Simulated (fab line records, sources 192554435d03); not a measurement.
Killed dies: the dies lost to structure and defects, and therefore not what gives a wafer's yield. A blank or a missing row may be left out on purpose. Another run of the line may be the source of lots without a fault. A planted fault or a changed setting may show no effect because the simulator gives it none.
3 desks looking at one fault -- flow n5Finfet -- only its own numbers are on each desk; what lay behind them is given at the end

## METROLOGY DESK
Lot by lot, what the gauges showed, no matter which tool ran the lot: averages of those sampled wafers that carry a number. If a lot's mean is further than 4 standard deviations from the usual mean, the lot is out of limits and carries the mark OUT (the distance appears in the brackets). Readings shown: 7 of its 11, picked as those furthest out on some lot.
Columns: A = M1_RS at N5_BEOL_M1_RS_MEAS_58, usual 0.67 ohm/sq; B = DIBL_P at N5_BEOL_M4_RC_MEAS_101, usual 35.8 mV/V; C = IOFF_P at N5_BEOL_M4_RC_MEAS_101, usual 0.20 nA/um; D = ION_P at N5_BEOL_M4_RC_MEAS_101, usual 459 uA/um; E = SS_N at N5_BEOL_M4_RC_MEAS_101, usual 71.5 mV/dec; F = SS_P at N5_BEOL_M4_RC_MEAS_101, usual 73.2 mV/dec; G = VT_P at N5_BEOL_M4_RC_MEAS_101, usual -252 mV
lot,first seen here,A,B,C,D,E,F,G
L381,day 6 11:26,0.64,36.2,0.22,464,72.1,73.7,-246
L382,day 6 13:08,0.63,34.2,0.18,455,71.3,72.7,-254
L385,day 7 14:05,0.70,36.4,0.19,460,71.7,73.5,-252
L388,day 8 00:51,0.70,33.3,0.18,459,70.9,72.5,-251
L390,day 8 22:25,0.68,35.4,0.19,459,71.5,73.2,-251
L399,day 11 04:29,0.69,35.7,0.20,463,71.1,73.2,-250
L400,day 11 18:39,0.70,33.2,0.17,458,71.7,72.9,-254
L401,day 12 04:05,0.68,33.9,0.21,464,71.2,73.2,-248
L402,day 12 08:11,0.66,37.4,0.19,450,71.6,73.6,-252
L403,day 12 11:17,0.66,36.4,0.23,467,71.4,74.0,-250
Finding of this desk: none of the 10 lots has anything out of limits.

## TOOL OWNER'S DESK, rieMetal-01
The tool's own readings at N5_BEOL_M2_HM_OPEN_17 (chemistry Cl2/BCl3, target TiN, target depth 20 nm, overetch 6 nm): means of the sampled wafers that have a number, for each lot that ran on this tool. If a lot's mean is further than 4 standard deviations from the usual mean, the lot is out of limits and carries the mark OUT (the distance appears in the brackets).
Columns: A = biasW at N5_BEOL_M2_HM_OPEN_17, usual 126.1 W; B = drypumpMotorCurrentA at N5_BEOL_M2_HM_OPEN_17, usual 5.71 A; C = heBacksideLeakSccm at N5_BEOL_M2_HM_OPEN_17, usual 3.28 sccm; D = oesProductAu at N5_BEOL_M2_HM_OPEN_17, usual 0.61 a.u.; E = throttleValvePct at N5_BEOL_M2_HM_OPEN_17, usual 22.23 %
lot,first seen here,A,B,C,D,E
L381,day 6 13:25,126.2,5.64,3.30,0.56,22.22
L388,day 8 03:04,126.3,5.60,3.18,0.55,22.32
L390,day 8 23:32,125.7,5.65,3.30,0.55,22.22
L399,day 11 06:13,126.0,5.63,3.29,0.64,22.17
L400,day 11 21:27,126.1,5.59,3.11,0.72,22.21
L401,day 12 05:31,125.7,5.65,3.27,0.64,22.17
L402,day 12 09:29,126.3,5.60,3.11,0.72,22.20
L403,day 12 13:37,125.8,5.60,3.18,0.71,22.20
Finding of this desk: none of the 8 lots has anything out of limits.

## THE DEFECT DESK
Lot by lot, what the route's inspections counted, given as the mean of those sampled wafers with a number. If a lot's mean is further than 4 standard deviations from the usual mean, the lot is out of limits and carries the mark OUT (the distance appears in the brackets).
Columns: A = rawDefectCount at N5_BEOL_M1_INSPECT_59, usual 81; B = rawDefectCount at N5_BEOL_M2_INSPECT_30, usual 459
lot,first seen here,A,B
L381,day 6 11:28,76,347
L382,day 6 13:09,93,394
L385,day 7 14:07,74,447
L388,day 8 00:53,98,694
L390,day 8 22:26,88,709
L399,day 11 04:30,81,536
L400,day 11 18:40,62,392
L401,day 12 04:07,40,415
L402,day 12 08:13,88,403
L403,day 12 11:18,88,642
Finding of this desk: none of the 10 lots has anything out of limits.

## PUT TOGETHER
Nothing out of limits was seen by the metrology desk.
Nothing out of limits was seen by the tool owner's desk.
Nothing out of limits was seen by the defect desk.

## WHAT THE SIMULATOR HAD PUT IN
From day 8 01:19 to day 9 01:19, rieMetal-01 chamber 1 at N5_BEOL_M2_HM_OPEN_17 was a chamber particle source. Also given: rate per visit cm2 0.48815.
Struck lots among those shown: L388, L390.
